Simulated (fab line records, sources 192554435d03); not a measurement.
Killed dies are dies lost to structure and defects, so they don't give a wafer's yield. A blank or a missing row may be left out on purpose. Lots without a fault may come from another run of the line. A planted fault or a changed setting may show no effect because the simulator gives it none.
fab line records | flow n5_finfet
record lots=13 wafers=37 last_day=20
route steps=1938 shown BEOL_M15@1818 MIM_BOT@1832 MIM_TOP@1835 PASSIVATION@1936
lots that met no fault: from a run of the same line without faults
start_h: hours from the record's first day to the start of the lot's first wafer shown | wait_h: hours since the lot's step before | " the same as in the row above | L1.1+2: a row that stands for several wafers | - no value, or no start given | * or withheld: withheld | < > ~ a bound
route shown NAME@n: a module of which the file shows steps, and the number in the route of the first | usual: mean/standard deviation of fault-free wafers | same: alike in all rows | chamber/n: place in a boat | sites: the reading at each site | _std_site: their standard deviation | _edge_site: outer sites' mean less inner sites' | radius_mm: how far each site lies from the wafer's centre | mask NAME#n: copy n | behind: the tool/chamber that last shaped the wafer | hold: why the lot was held/for how many hours/how that ended | device: the transistor (n, p or np) that didn't switch | end of line: the same wafers' tests at the end of the route | a step without rows: its recipe alone | killed: dies lost to structure and defects at the first sort, not the wafer's yield | map: a wafer's dies, x killed, . not, _ none there
set.NAME: the setting as run; set.NAME@STEP: as run at that earlier step | model.NAME: the simulator's own value behind a step, which no gauge read
steps of the route over a sample of lots; a table a step, a row a wafer
services: from which hour (start_h, from the record's first day; less than 0 if before it) a tool's chamber was out of use, for how many hours, and why
## steps
# step N5_BEOL_M15_PRE_CLEAN_42
# recipe gas=H2/He time_s=30 temp_c=300
# usual heater_power_w=458/62
# columns lot.wafer tool chamber start_h wait_h heater_power_w
L722.1 pvd_sputter-01 - 299.86 0.0 601
L722.5 " - " " 516
L722.6 " - " " 461
L721.1 pvd_sputter-01 - 307.44 0.0 435
L721.2 " - " " 488
L721.5 " - " " 446
L723.2 pvd_sputter-02 - 307.47 0.0 379
L723.3 " - " " 493
L723.5 " - " " 412
L724.1 pvd_sputter-01 - 322.62 0.0 591
L724.4 " - " " 450
L724.5 " - " " 427
L728.5 pvd_sputter-02 - 336.74 0.0 410
L728.6 " - " " 378
L730.5 pvd_sputter-02 - 344.57 0.0 401
L730.6 " - " " 455
L736.1 pvd_sputter-01 - 375.63 0.0 445
L736.3 " - " " 602
L736.4 " - " " 495
L734.3 pvd_sputter-03 - 378.07 0.0 505
L734.4 " - " " 335
L734.6 " - " " 345
L740.1 pvd_sputter-02 - 394.41 0.0 387
L740.4 " - " " 466
L740.5 " - " " 382
L738.2 pvd_sputter-03 - 394.43 0.0 337
L738.4 " - " " 489
L738.5 " - " " 330
L739.2 pvd_sputter-01 - 420.58 0.0 509
L739.4 " - " " 452
L739.6 " - " " 506
L737.2 pvd_sputter-02 - 432.66 0.0 465
L737.4 " - " " 382
L737.6 " - " " 384
L744.1 pvd_sputter-03 - 459.66 0.0 491
L744.2 " - " " 336
L744.6 " - " " 335
# step N5_MIM_BOT_DEGAS_01
# recipe ambient=vacuum temp_c=300 time_s=60
# usual heater_power_w=465/64
# columns lot.wafer tool chamber start_h wait_h heater_power_w
L722.1 pvd_sputter-02 - 303.41 1.2 466
L722.5 " - " " 416
L722.6 " - " " 385
L721.1 pvd_sputter-03 - 311.41 1.4 331
L721.2 " - " " 470
L721.5 " - " " 343
L723.2 pvd_sputter-03 - 311.53 1.0 525
L723.3 " - " " 459
L723.5 " - " " 509
L724.1 pvd_sputter-03 - 325.81 0.8 451
L724.4 " - " " 456
L724.5 " - " " 504
L728.5 pvd_sputter-03 - 339.60 0.3 523
L728.6 " - " " 343
L730.5 pvd_sputter-01 - 347.63 0.6 597
L730.6 " - " " 431
L736.1 pvd_sputter-02 - 378.15 0.2 411
L736.3 " - " " 381
L736.4 " - " " 469
L734.3 pvd_sputter-01 - 381.42 0.7 438
L734.4 " - " " 449
L734.6 " - " " 510
L740.1 pvd_sputter-02 - 397.35 0.6 441
L740.4 " - " " 475
L740.5 " - " " 406
L738.2 pvd_sputter-01 - 397.36 0.6 439
L738.4 " - " " 458
L738.5 " - " " 465
L739.2 pvd_sputter-01 - 423.36 0.5 430
L739.4 " - " " 485
L739.6 " - " " 609
L737.2 pvd_sputter-03 - 435.63 0.6 512
L737.4 " - " " 338
L737.6 " - " " 338
L744.1 pvd_sputter-02 - 463.16 1.2 452
L744.2 " - " " 381
L744.6 " - " " 409
# step N5_MIM_TOP_ALD_01
# recipe material=HfO2 target_thk_a=56 temp_c=withheld ald_precursor_family=Hf-amide ald_co_reactant=O3 pulse_time_s=1 purge_time_s=3 co_reactant_purge_time_s=2 co_reactant_pulse_time_s=3 ald_cycles=62
# usual ald_cycles=62/0 precursor_pulse_height_rel=1.001/0.019
# same co_reactant_pulse_time_s=3
# columns lot.wafer tool chamber start_h wait_h ald_cycles precursor_pulse_height_rel
L722.1 ald_hk-01 3 303 - 62 0.994
L722.5 " 3 " " 62 1.023
L722.6 " 0 " " 62 1.020
L721.1 ald_hk-03 1 311 - 62 0.978
L721.2 " 3 " " 62 1.012
L721.5 " 1 " " 62 1.019
L723.2 ald_hk-02 3 311 - 62 0.970
L723.3 " 2 " " 62 1.004
L723.5 " 0 " " 62 1.000
L724.1 ald_hk-01 0 326 - 62 1.015
L724.4 " 2 " " 62 1.008
L724.5 " 1 " " 62 0.999
L728.5 ald_hk-01 3 339 - 34 1.013
L728.6 " 0 " " 34 0.981
L730.5 ald_hk-01 3 347 - 34 0.988
L730.6 " 2 " " 34 1.031
L736.1 ald_hk-02 3 378 - 62 1.006
L736.3 " 0 " " 62 0.980
L736.4 " 2 " " 62 0.995
L734.3 ald_hk-01 2 381 - 62 1.004
L734.4 " 1 " " 62 0.986
L734.6 " 0 " " 34 1.033
L738.2 ald_hk-02 0 397 - 62 0.997
L738.4 " 2 " " 62 0.989
L738.5 " 3 " " 62 1.006
L740.1 ald_hk-03 2 397 - 62 1.007
L740.4 " 0 " " 62 1.011
L740.5 " 0 398 - 62 1.031
L739.2 ald_hk-02 0 423 - 62 0.984
L739.4 " 3 " " 62 1.021
L739.6 " 0 " " 62 1.040
L737.2 ald_hk-02 2 435 - 62 0.974
L737.4 " 1 " " 62 1.032
L737.6 " 1 436 - 62 0.981
L744.1 ald_hk-03 1 463 - 62 1.024
L744.2 " 3 " " 62 1.000
L744.6 " 1 " " 62 1.009
# step N5_MIM_TOP_ALD_02
# recipe material=Al2O3 target_thk_a=* temp_c=withheld ald_precursor_family=TMA ald_co_reactant=O3 pulse_time_s=withheld purge_time_s=3 co_reactant_purge_time_s=withheld co_reactant_pulse_time_s=3 ald_cycles=withheld
# usual precursor_pulse_height_rel=1.001/0.02
# columns lot.wafer tool chamber start_h wait_h precursor_pulse_height_rel
L722.1 ald_hk-01 3 - - 1.018
L722.5 " 3 " " 1.033
L722.6 " 0 " " 1.042
L721.1 ald_hk-03 1 - - 1.005
L721.2 " 3 " " 0.987
L721.5 " 1 " " 1.014
L723.2 ald_hk-02 3 - - 1.021
L723.3 " 2 " " 0.974
L723.5 " 0 " " 0.991
L724.1 ald_hk-01 0 - - 0.996
L724.4 " 2 " " 1.025
L724.5 " 1 " " 1.035
L728.5 ald_hk-01 3 - - 1.016
L728.6 " 0 " " 0.984
L730.5 ald_hk-01 3 - - 1.049
L730.6 " 2 " " 0.971
L736.1 ald_hk-02 3 - - 1.011
L736.3 " 0 " " 0.991
L736.4 " 2 " " 1.016
L734.3 ald_hk-01 2 - - 0.998
L734.4 " 1 " " 1.013
L734.6 " 0 " " 1.018
L738.2 ald_hk-02 0 - - 0.992
L738.4 " 2 " " 1.008
L738.5 " 3 " " 1.009
L740.1 ald_hk-03 2 - - 0.997
L740.4 " 0 " " 1.028
L740.5 " 0 " " 0.988
L739.2 ald_hk-02 0 - - 0.986
L739.4 " 3 " " 1.004
L739.6 " 0 " " 0.990
L737.2 ald_hk-02 2 - - 1.022
L737.4 " 1 " " 1.015
L737.6 " 1 " " 0.987
L744.1 ald_hk-03 1 - - 0.992
L744.2 " 3 " " 0.953
L744.6 " 1 " " 1.015
# step N5_PASSIVATION_PROBE_49
# usual defect_limited_yield=91.1/1.4 killed_at_M0_to_M3=34/10 killed_at_M4_up=14/5.5 killed_at_contacts=12/5.1 killed_at_front_end=41/12 killed_at_other=4/3.1 killed_dies=105/17 killed_open=70/13 killed_short=33/7.6 sort_bin_5_function=5.3/0.98 sort_bin_6_memory=3.3/0.67 sort_n_pass=1075/17 sort_yield_pct=91.1/1.4
# same gross_dies=1180 killed_at_back_side=0 sort_bin_4_leakage[%]=0 sort_bin_8_speed[%]=0
# columns lot.wafer tool chamber start_h wait_h defect_limited_yield[%] killed_at_M0_to_M3 killed_at_M4_up killed_at_contacts killed_at_front_end killed_at_other killed_dies killed_open killed_short sort_bin_5_function[%] sort_bin_6_memory[%] sort_n_pass sort_yield_pct[%]
L734.3 prober-01 - 394.23 0.1 92.5 14 10 24 39 1 88 48 40 4.1 3.1 1092 92.5
L734.4 prober-01 - 394.28 0.2 93.4 19 9 7 37 6 78 44 34 3.8 2.5 1102 93.4
L734.6 prober-01 - 394.38 0.3 91.7 35 9 12 35 7 98 63 35 5.4 2.7 1082 91.7
# killed by level:class
L734.3 MOL_CONTACT_COAG:geometric_particle:open=18 FIN_SAQP:geometric_particle:short=8 GATE_CUT:geometric_particle:short=7 FIN_SAQP:geometric_particle:open=6 MOL_CONTACT_COAG:geometric_particle:short=6 STI_FIN_REVEAL:geometric_particle:short=4 STI_FIN_REVEAL:geometric_particle:open=4 STARTING-WAFER:geometric_particle:short=4
L734.4 FIN_SAQP:geometric_particle:short=10 BEOL_M0_SAQP:geometric_particle:short=9 MOL_CONTACT_COAG:geometric_particle:open=7 FIN_SAQP:geometric_particle:open=6 STI_FIN_REVEAL:geometric_particle:open=4 GATE_CUT:geometric_particle:short=4 GATE_CUT:geometric_particle:open=4 BEOL_M0_SAQP:geometric_particle:open=3
L734.6 BEOL_M2:geometric_particle:open=12 FIN_SAQP:geometric_particle:open=11 MOL_CONTACT_COAG:geometric_particle:open=9 STI_FIN_REVEAL:geometric_particle:open=6 BEOL_M0_SAQP:geometric_particle:short=6 FIN_SAQP:geometric_particle:short=5 STI_FIN_REVEAL:geometric_particle:short=5 BEOL_M0_SAQP:geometric_particle:open=5
## services
# columns tool chamber start_h hours kind
ald_hk-02 - 315.52 28.1 pm
ald_hk-03 - 326.28 0.7 repair
ald_hk-02 - 343.62 2.8 pm
pvd_sputter-03 - 358.43 1.8 repair
ald_hk-01 - 370.59 0.5 repair
ald_hk-01 - 380.26 0.8 repair
ald_hk-01 - 390.06 14.6 pm
pvd_sputter-03 - 400.31 4.1 repair
ald_hk-02 - 414.88 0.7 repair
ald_hk-03 - 425.37 14.6 pm
pvd_sputter-01 - 455.41 13.6 repair
## key
first_sign step=N5_MIM_TOP_ALD_01 reading=ald_cycles direction=down sigmas=99+ usual=* struck=*
effect none on later readings
met_at N5_MIM_TOP_ALD_01
struck_lots L728,L730,L734
struck_wafers L728.5,L728.6,L730.5,L730.6,L734.6
not_acting_at N5_BEOL_M15_PRE_CLEAN_42,N5_MIM_BOT_DEGAS_01,N5_MIM_TOP_ALD_02
onset_between 326 339
fault kind=process_parameter_drift tool=ald_hk-01 chamber=- onset_h=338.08 steps=N5_MIM_TOP_ALD_01 channel=ald_cycles offset=* shape=step end_h=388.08 scope=struck_wafers_only acts_in=* stated=*
